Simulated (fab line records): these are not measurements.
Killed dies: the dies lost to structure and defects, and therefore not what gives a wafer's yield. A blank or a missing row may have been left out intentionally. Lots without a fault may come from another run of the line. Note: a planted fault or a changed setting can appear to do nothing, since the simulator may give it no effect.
Which tool did it?    flow n5 finfet    24 wafers from 8 lots sampled at 5 of the route's 1938 steps

## WHAT THE GAUGES READ, wafer by wafer
N5_HKMG_FIN_INSPECT_61: inspects for defects (macro). Usual: raw defect count 2.1, standard deviation 1.5.
lot   measured     on                 raw defect count  flag
L602  day 4 12:52  defect inspect-02  2 0 4             
L608  day 6 00:29  defect inspect-01  2 1 2             
L612  day 7 00:13  defect inspect-02  3 3 1             
L613  day 7 05:14  defect inspect-01  1 3 1             
L614  day 7 12:05  defect inspect-02  3 1 1             
L615  day 7 18:51  defect inspect-01  1 1 1             
L616  day 7 22:47  defect inspect-02  3 1 2             
L621  day 9 12:44  defect inspect-01  4 2 5             

N5_BEOL_M4_RC_MEAS_101. Usual: DIBL_N 36.6 mV/V, standard deviation 1.3; DIBL_P 36.4 mV/V, standard deviation 1.4; EOT_P 10.47, standard deviation 0.097; IGATE_P 0.0039 nA/um, standard deviation 0.00054; IOFF_N 0.167 nA/um, standard deviation 0.023; IOFF_P 0.219 nA/um, standard deviation 0.029; IOFF_P_85C 3.8 nA/um, standard deviation 0.42; IOFF_P_LIN 0.104 nA/um, standard deviation 0.012; IOFF_P_LONG 0.000108 nA/um, standard deviation 9.9e-06; ION_N 678 uA/um, standard deviation 8.7; ION_P 464 uA/um, standard deviation 6.4; SS_N 71.5 mV/dec, standard deviation 0.53; SS_P 73.4 mV/dec, standard deviation 0.57; VT_N 248.5 mV, standard deviation 2.8; VT_N_LVT 98.6 mV, standard deviation 2.8; VT_P -249 mV, standard deviation 3.1; VT_P_LONG -275 mV, standard deviation 3.3; VT_P_LVT -99.0 mV, standard deviation 2.7.
lot   measured      on         DIBL_N (mV/V)   DIBL_P (mV/V)   EOT_P              IGATE_P (nA/um)       IOFF_N (nA/um)     IOFF_P (nA/um)     IOFF_P_85C (nA/um)  IOFF_P_LIN (nA/um)  IOFF_P_LONG (nA/um)         ION_N (uA/um)  ION_P (uA/um)  SS_N (mV/dec)   SS_P (mV/dec)   VT_N (mV)          VT_N_LVT (mV)      VT_P (mV)       VT_P_LONG (mV)  VT_P_LVT (mV)         flag
L602  day 9 04:13   prober-02  35.3 34.1 34.1  33.7 32.7 33.6  10.50 10.48 10.57  0.0031 0.0033 0.0034  0.136 0.125 0.129  0.182 0.170 0.179  3.3 3.1 3.3         0.090 0.087 0.091   0.000111 0.000112 0.000115  658 659 668    455 458 458    70.3 70.5 70.8  73.0 72.9 72.8  255.9 253.4 253.7  104.6 103.8 102.3  -250 -250 -251  -275 -275 -273  -101.9 -102.1 -100.5  
L608  day 11 14:48  prober-02  35.0 37.0 37.8  34.1 36.9 37.1  10.48 10.33 10.50  0.0043 0.0053 0.0039  0.133 0.166 0.169  0.192 0.239 0.238  3.4 4.1 4.0         0.099 0.115 0.114   0.000112 0.000121 0.000115  666 681 669    462 471 459    70.6 71.8 71.9  72.9 73.5 73.4  252.4 247.1 250.5  102.8 98.8 100.0   -249 -247 -246  -273 -274 -274  -99.6 -97.0 -97.6     
L612  day 13 02:11  prober-02  35.6 36.8 35.9  34.4 36.1 35.5  10.60 10.60 10.52  0.0035 0.0035 0.0037  0.148 0.175 0.152  0.192 0.229 0.214  3.4 4.0 3.8         0.095 0.108 0.103   0.000103 0.000102 0.000103  673 687 671    458 468 464    70.7 71.4 71.7  73.2 73.6 73.0  250.9 248.2 248.8  100.4 99.2 101.1   -250 -248 -248  -274 -272 -272  -102.1 -99.4 -100.0   
L613  day 13 17:03  prober-01  35.5 36.0 36.7  48.5 49.2 49.6  14.85 15.05 14.89  0.0000 0.0000 0.0000  0.165 0.177 0.189  4.446 4.758 4.672  46.9 49.1 48.6      2.046 2.129 2.092   0.000683 0.000681 0.000676  674 673 670    509 505 503    71.6 71.8 72.2  76.4 76.4 76.4  248.2 249.4 247.0  160.2 160.3 158.8  -179 -179 -178  -216 -219 -214  -90.4 -90.4 -90.4     OFF
L614  day 13 20:31  prober-01  34.8 35.6 36.5  45.7 48.2 47.8  14.82 14.84 14.74  0.0000 0.0000 0.0000  0.142 0.159 0.169  4.257 4.988 4.834  43.7 50.0 49.2      2.046 2.294 2.261   0.000806 0.000801 0.000808  661 675 670    500 508 505    71.8 70.3 71.2  75.7 75.8 75.7  250.3 249.4 247.3  165.7 164.7 164.1  -177 -174 -173  -213 -210 -213  -91.1 -89.0 -89.3     OFF
L615  day 13 08:50  prober-02  37.3 38.8 37.2  36.1 38.8 35.9  10.37 10.33 10.40  0.0045 0.0040 0.0040  0.187 0.219 0.182  0.241 0.290 0.238  4.1 4.8 4.0         0.114 0.130 0.112   0.000119 0.000119 0.000115  675 681 669    464 468 459    72.4 72.3 72.7  73.5 75.0 73.2  248.6 245.4 246.7  98.1 95.5 99.2     -245 -244 -246  -269 -271 -270  -97.4 -93.7 -96.7     
L616  day 14 05:10  prober-01  36.7 36.8 35.3  35.2 37.2 35.2  10.35 10.46 10.44  0.0039 0.0039 0.0034  0.151 0.157 0.133  0.167 0.193 0.169  3.0 3.5 3.1         0.083 0.091 0.084   9.6e-05 9.5e-05 9.7e-05     675 674 665    448 460 453    72.3 71.7 71.6  73.0 73.3 72.5  250.5 248.2 251.8  100.3 99.0 101.6   -255 -254 -252  -279 -276 -279  -102.8 -100.0 -102.0  
L621  day 15 15:37  prober-01  37.1 37.7 36.9  39.1 38.4 38.3  10.51 10.52 10.31  0.0035 0.0038 0.0043  0.171 0.176 0.168  0.247 0.233 0.222  4.2 4.0 3.9         0.111 0.107 0.103   0.000108 0.000106 0.0001    674 675 678    463 465 466    72.1 72.4 71.7  73.3 73.7 73.8  249.8 250.0 252.3  100.2 98.8 99.4    -248 -248 -251  -273 -274 -274  -97.0 -98.5 -100.3    

## TOOL THAT RAN EACH LOT (tool first, then ch and the chambers of the sampled wafers, then the start)
lot   N5_HKMG_FIN_HK_ANNEAL_02         N5_HKMG_FIN_ETCH_58                N5_HKMG_FIN_WET_ETCH_78
L602  rtp anneal-02 ch 0, day 4 12:11  rie diel-01 ch 0,1,2, day 4 13:16  wet bench-05 ch 2,3,4, day 4 14:16
L608  rtp anneal-02 ch 0, day 5 23:43  rie diel-01 ch 2,3, day 6 00:50    wet bench-05 ch 0,2,4, day 6 01:49
L612  rtp anneal-02 ch 0, day 6 23:26  rie diel-04 ch 0,1,2, day 7 00:40  wet bench-05 ch 0,6,7, day 7 01:40
L613  rtp anneal-01 ch 0, day 7 04:25  rie diel-05 ch 0,1, day 7 05:52    wet bench-04 ch 3,4,5, day 7 06:53
L614  rtp anneal-02 ch 0, day 7 11:15  rie diel-04 ch 0,3, day 7 12:25    wet bench-05 ch 4,6,7, day 7 13:38
L615  rtp anneal-01 ch 0, day 7 17:54  rie diel-04 ch 1,2,3, day 7 19:11  wet bench-03 ch 1,3,6, day 7 20:11
L616  rtp anneal-02 ch 0, day 7 22:01  rie diel-05 ch 0,1, day 7 23:08    wet bench-03 ch 0,4,6, day 8 00:07
L621  rtp anneal-02 ch 0, day 9 12:01  rie diel-01 ch 0,1,3, day 9 13:19  wet bench-03 ch 1,3,7, day 9 14:19
- N5_HKMG_FIN_HK_ANNEAL_02: time 30 s.
- N5_HKMG_FIN_ETCH_58: etches SOC in N2/H2, target depth 215.8 nm, time 741 s.
- N5_HKMG_FIN_WET_ETCH_78: etches Al2O3 in dNH4OH, stops on La2O3, target depth 4.5 nm, rinse time 30 s.

## WHAT THE TOOLS THEMSELVES READ (means of the sampled wafers that have a number; where no wafer has one, the mark that the record gives instead)
N5_HKMG_FIN_HK_ANNEAL_02. Usual: lamp power pct 8.81 %, standard deviation 0.05; lamp_zone_3_pct 8.798 %, standard deviation 0.011; lamp_zone_7_pct 9.191 %, standard deviation 0.01; wafer_temp_C_max 703.0, standard deviation 0.69.
lot   tool           lamp power pct (%)  lamp_zone_3_pct (%)  lamp_zone_7_pct (%)  wafer_temp_C_max  flag
L602  rtp anneal-02  8.79                8.792                9.200                703.2             
L608  rtp anneal-02  8.85                8.791                9.184                703.3             
L612  rtp anneal-02  8.81                8.797                9.188                703.2             
L613  rtp anneal-01  8.82                8.803                9.183                703.1             
L614  rtp anneal-02  8.81                8.802                9.197                703.3             
L615  rtp anneal-01  8.79                8.800                9.179                703.4             
L616  rtp anneal-02  8.79                8.792                9.190                703.8             
L621  rtp anneal-02  8.81                8.796                9.188                703.6             

N5_HKMG_FIN_ETCH_58. Usual: bias w 13.00 W, standard deviation 0.037; chamber pressure mTorr 30.001 mTorr, standard deviation 0.027; drypump motor current A 5.8 A, standard deviation 0.48; h2 flow sccm 200.0 sccm, standard deviation 0.56; oes product au 0.78 a.u., standard deviation 0.084; rf vpp V 99.2 V, standard deviation 0.92; showerhead plenum p Torr 2.56 Torr, standard deviation 0.062; throttle valve pct 17.89 %, standard deviation 0.16.
lot   tool         bias w (W)  chamber pressure mTorr (mTorr)  drypump motor current A (A)  h2 flow sccm (sccm)  oes product au (a.u.)  rf vpp V (V)  showerhead plenum p Torr (Torr)  throttle valve pct (%)  flag
L602  rie diel-01  13.02       30.026                          5.7                          199.9                0.81                   99.5          2.55                             17.76                   
L608  rie diel-01  13.00       30.006                          5.1                          200.2                0.74                   99.6          2.60                             17.80                   
L612  rie diel-04  13.00       30.048                          6.0                          200.1                0.69                   99.7          2.55                             17.99                   
L613  rie diel-05  12.99       29.986                          6.0                          199.5                0.82                   100.5         2.65                             17.85                   
L614  rie diel-04  13.00       30.020                          5.7                          200.9                0.86                   98.9          2.61                             17.79                   
L615  rie diel-04  12.99       30.000                          5.8                          200.0                0.77                   98.9          2.55                             17.94                   
L616  rie diel-05  13.02       29.997                          6.0                          200.3                0.81                   100.1         2.64                             17.87                   
L621  rie diel-01  13.04       29.967                          5.8                          200.2                0.79                   99.1          2.52                             17.97                   

N5_HKMG_FIN_WET_ETCH_78. Usual: bath heat duty pct 6.4 %, standard deviation 0.75; rinse temp c 23.00 C, standard deviation 0.11.
lot   tool          bath heat duty pct (%)  rinse temp c (C)  flag
L602  wet bench-05  6.6                     22.93             
L608  wet bench-05  6.3                     23.12             
L612  wet bench-05  6.3                     23.04             
L613  wet bench-04  -                       -                 OFF
L614  wet bench-05  -                       -                 OFF
L615  wet bench-03  6.5                     23.02             
L616  wet bench-03  5.7                     22.95             
L621  wet bench-03  6.9                     22.99             

## THE ANSWER, worked out from the rows above alone
Rule: take the mean of a lot's wafers that have a number; if it is more than 3 standard deviations from the usual mean, the lot is off. A lot without any number at a reading at which 4 lots or more have one is off too. The other lots that the step has rows for count as sound. The gauges are gone through in route order, then the tools' own readings, and for those a lot's mean is taken as printed above. At the first step where some lot is off, the reading lying furthest off is the one used; lots without a number count as furthest.
Off: L613, L614, seen at N5_BEOL_M4_RC_MEAS_101 (IOFF_P_LIN).
A tool fits if, at a process step before that reading, it ran every lot that is off, and no sound lot after the first of them. Not tried: the gauges at N5_BEOL_M4_RC_MEAS_101; whatever is off there is also off at N5_HKMG_FIN_WET_ETCH_78, on other tools, and gauge error can't account for it. Not one of the candidates tried fits.

## WHAT HAD BEEN PUT IN BY THE SIMULATOR
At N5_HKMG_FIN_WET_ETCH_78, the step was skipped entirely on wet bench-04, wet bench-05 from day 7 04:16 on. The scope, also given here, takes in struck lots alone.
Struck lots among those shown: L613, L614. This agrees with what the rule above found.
